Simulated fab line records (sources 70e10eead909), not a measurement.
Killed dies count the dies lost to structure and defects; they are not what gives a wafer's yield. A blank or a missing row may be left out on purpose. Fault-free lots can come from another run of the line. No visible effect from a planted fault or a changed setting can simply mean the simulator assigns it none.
Matching of chambers / flow nand_harc / 3 sister chambers for NHARC_P_M0_DEP_32 on pecvd-03
The step deposits SiCN, target thk 30 nm. 16 wafers are shown with their chamber, then 8 later ones without.

== WAFERS PAIRED WITH THEIR CHAMBERS ==
wafer=L076.2; chamber=0; susceptor_temp_C (C)=370.10; heater_power_w (W)=522
wafer=L076.3; chamber=1; susceptor_temp_C (C)=370.12; heater_power_w (W)=569
wafer=L076.6; chamber=0; susceptor_temp_C (C)=370.13; heater_power_w (W)=512
wafer=L080.2; chamber=0; susceptor_temp_C (C)=370.02; heater_power_w (W)=605
wafer=L080.3; chamber=2; susceptor_temp_C (C)=369.54; heater_power_w (W)=508
wafer=L080.5; chamber=1; susceptor_temp_C (C)=370.24; heater_power_w (W)=526
wafer=L079.3; chamber=0; susceptor_temp_C (C)=370.22; heater_power_w (W)=551
wafer=L079.4; chamber=0; susceptor_temp_C (C)=370.45; heater_power_w (W)=568
wafer=L079.6; chamber=2; susceptor_temp_C (C)=369.94; heater_power_w (W)=501
wafer=L084.3; chamber=0; susceptor_temp_C (C)=370.05; heater_power_w (W)=619
wafer=L084.4; chamber=2; susceptor_temp_C (C)=370.09; heater_power_w (W)=590
wafer=L084.6; chamber=0; susceptor_temp_C (C)=369.90; heater_power_w (W)=621
wafer=L086.1; chamber=2; susceptor_temp_C (C)=369.99; heater_power_w (W)=577
wafer=L086.2; chamber=0; susceptor_temp_C (C)=370.10; heater_power_w (W)=573
wafer=L086.4; chamber=1; susceptor_temp_C (C)=370.04; heater_power_w (W)=538
wafer=L085.1; chamber=2; susceptor_temp_C (C)=369.93; heater_power_w (W)=522

SIGNATURES (means of the wafers above)
reading=susceptor_temp_C; chamber 0=370.1213; chamber 1=370.1333; chamber 2=369.8980; scatter within a chamber=0.171
reading=heater_power_w; chamber 0=571.38; chamber 1=544.33; chamber 2=539.60; scatter within a chamber=39.2
Rule: a wafer lies at a distance from a chamber equal to the root of the sum of squares, over the readings, of (its reading less the chamber's mean, divided by the reading's scatter). If the next closest chamber is less than 2 further off than the closest, the wafer can't be placed; otherwise it belongs to the closest. The scatter is the square root of a quotient: the sum, over the shown wafers, of each reading's squared deviation from its chamber's mean, divided by wafers minus chambers.

== WAFERS MISSING THEIR CHAMBER ==
wafer=L085.2; susceptor_temp_C (C)=370.09; heater_power_w (W)=628
wafer=L085.5; susceptor_temp_C (C)=369.79; heater_power_w (W)=629
wafer=L092.2; susceptor_temp_C (C)=370.22; heater_power_w (W)=535
wafer=L092.3; susceptor_temp_C (C)=370.11; heater_power_w (W)=608
wafer=L092.6; susceptor_temp_C (C)=370.00; heater_power_w (W)=539
wafer=L096.1; susceptor_temp_C (C)=369.62; heater_power_w (W)=568
wafer=L096.3; susceptor_temp_C (C)=370.00; heater_power_w (W)=551
wafer=L096.4; susceptor_temp_C (C)=369.76; heater_power_w (W)=552

== WHICH CHAMBER EACH ONE RAN IN ==
wafer=L085.2; from the rows above=can't be placed: 0 or 1 or 2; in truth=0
wafer=L085.5; from the rows above=can't be placed: 2 or 0 or 1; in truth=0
wafer=L092.2; from the rows above=can't be placed: 1 or 0 or 2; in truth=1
wafer=L092.3; from the rows above=can't be placed: 0 or 1 or 2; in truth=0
wafer=L092.6; from the rows above=can't be placed: 2 or 1 or 0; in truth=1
wafer=L096.1; from the rows above=can't be placed: 2 or 0 or 1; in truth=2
wafer=L096.3; from the rows above=can't be placed: 2 or 1 or 0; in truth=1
wafer=L096.4; from the rows above=can't be placed: 2 or 0 or 1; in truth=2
Correctly placed: 0 of 8. From these rows, 8 cannot be placed; in 8 the true chamber is one of the candidates. Number placed wrongly: 0.
